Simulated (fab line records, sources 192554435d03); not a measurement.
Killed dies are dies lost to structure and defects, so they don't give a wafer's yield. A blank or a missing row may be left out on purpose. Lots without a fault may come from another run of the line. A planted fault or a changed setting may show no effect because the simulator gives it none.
A struck lot beside a sound one | flow n5_finfet | 35 steps out of a route of 1938
Sound: wafers L155.1, L155.2, L155.4. Struck: wafers L164.1, L164.2, L164.6. The cause comes at the end.
At each step with rows: each side's tool, then ch and its chambers, then its first start. Under that, the readings that differ: sound wafers | struck wafers | difference of the means | sigmas: that difference in standard deviations of wafers without a fault.
alike: readings whose means differ by less than 2 such deviations, and words and numbers that are the same on both sides. not compared: withheld readings, readings that some wafer has no value for, bounds like >300 that may hide the same value, and numbers for which the record gives no deviation and whose values overlap.
The two part at a step that has a row with sigmas, a row that says differs or no value, or rows on one side only. Numbers that don't overlap but have no deviation are shown without sigmas and don't part them. A reading that every wafer of one side lacks parts them only if that side has two wafers or more.

first, 11 steps without rows for these wafers: N5_BEOL_M12_DESCUM_33 (chemistry O2, time 7.9 s); N5_BEOL_M12_ETCH_67 (etches SiARC in CF4, target depth 143 nm, time 238.3 s); N5_BEOL_M12_ETCH_68 (etches SOC in N2/H2, time 285 s); N5_BEOL_M12_STRIP_69 (strips in N2/H2); N5_BEOL_M12_TRENCH_ETCH_34 (etches SiOC in C4F8/O2/Ar, target depth 318.95 nm, time 125.5 s); N5_BEOL_M12_STRIP_70 (strips in C4F8/O2/Ar); N5_BEOL_M12_STRIP_37 (strips in N2/H2); N5_BEOL_M12_ETCH_38 (etches SiCN in CF4/N2, target depth 68.7 nm, time 73.4 s); N5_BEOL_M12_PRECLEAN_39 (cleans in residue remover, time 60 s); N5_BEOL_M12_SRD_40 (time 30 s, dry time 30 s); N5_BEOL_M12_DEGAS_41 (time 60 s).
N5_BEOL_M12_PRE_CLEAN_42: time 30 s.
  sound on pvd_sputter-02, day 13 16:37; struck on pvd_sputter-03, day 16 10:41
  alike: heater_power_w
then, 22 steps without rows for these wafers: N5_BEOL_M12_SPUTTER_43 (material TaN, target thk 15 nm, time 24.19 s); N5_BEOL_M12_SPUTTER_44 (material Ta, target thk 10 nm, time 16.13 s); N5_BEOL_M12_SPUTTER_45 (material Cu, target thk 80 nm, time 13.33 s); N5_BEOL_M12_ECD_47 (material Cu, target thk 720 nm); N5_BEOL_M12_ANNEAL_48 (time 90 s); N5_BEOL_M12_CMP_49 (polishes, stops on SiOC, t overpolish 20.6 s, target thk 320 nm); N5_BEOL_M12_PRE_CLEAN_52 (time 15 s); N5_BEOL_M12_DEP_53 (deposits SiCN from 3MS/NH3, target thk 30 nm, time 10.5 s); N5_BEOL_M13_ILD_DEP_00 (deposits SiOC from DEMS/O2, target thk 837.92 nm, time 166.4 s); N5_BEOL_M13_COAT_58 (time 60 s, resist thk 89 nm); N5_BEOL_M13_COAT_04 (resist thk 400 nm); N5_BEOL_M13_EBR_06; N5_BEOL_M13_SOFTBAKE_05 (time 60 s); N5_BEOL_M13_EXPOSE_07 (exposes mask V12); N5_BEOL_M13_PEB_08 (peb time 90 s); N5_BEOL_M13_DEVELOP_09 (develop time 45 s); N5_BEOL_M13_HARDBAKE_14 (time 120 s); N5_BEOL_M13_DESCUM_15 (chemistry O2, time 7.9 s); N5_BEOL_M13_ETCH_59 (etches BARC in N2/H2, target depth 89 nm, overetch 26.7 nm, time 67.9 s); N5_BEOL_M13_VIA_ETCH_16 (etches SiOC in C4F8/O2/Ar, target depth 921.7 nm); N5_BEOL_M13_STRIP_63 (strips in N2/H2); N5_BEOL_M13_STRIP_64 (strips in N2/H2).
N5_PASSIVATION_PROBE_49:
  sound on prober-01, day 15 20:47; struck on prober-01, day 18 04:05
  reading                  | sound          | struck         | difference | sigmas
  defect_limited_yield (%) | 92.5 91.6 92.4 | 89.2 83.9 83.0 | -6.8       | -5
  killed_at_M4_up          | 9 20 10        | 50 118 111     | +80        | +17
  killed_dies              | 89 99 90       | 128 190 201    | +80        | +5
  sort_bin_4_leakage (%)   | 0 0 0          | 0 0.08 0       | +0         | +3
  sort_bin_5_function (%)  | 3.9 4.7 4.2    | 6.4 10.8 10.5  | +5.0       | +5
  sort_n_pass              | 1091 1081 1090 | 1052 989 979   | -81        | -5
  alike: killed_at_M0_to_M3, killed_at_contacts, killed_at_front_end, killed_at_other, killed_open, killed_short, sort_bin_6_memory, sort_bin_8_speed

WHERE THEY PART
Only at N5_PASSIVATION_PROBE_49, within this record.

WHY: what the simulator had put in
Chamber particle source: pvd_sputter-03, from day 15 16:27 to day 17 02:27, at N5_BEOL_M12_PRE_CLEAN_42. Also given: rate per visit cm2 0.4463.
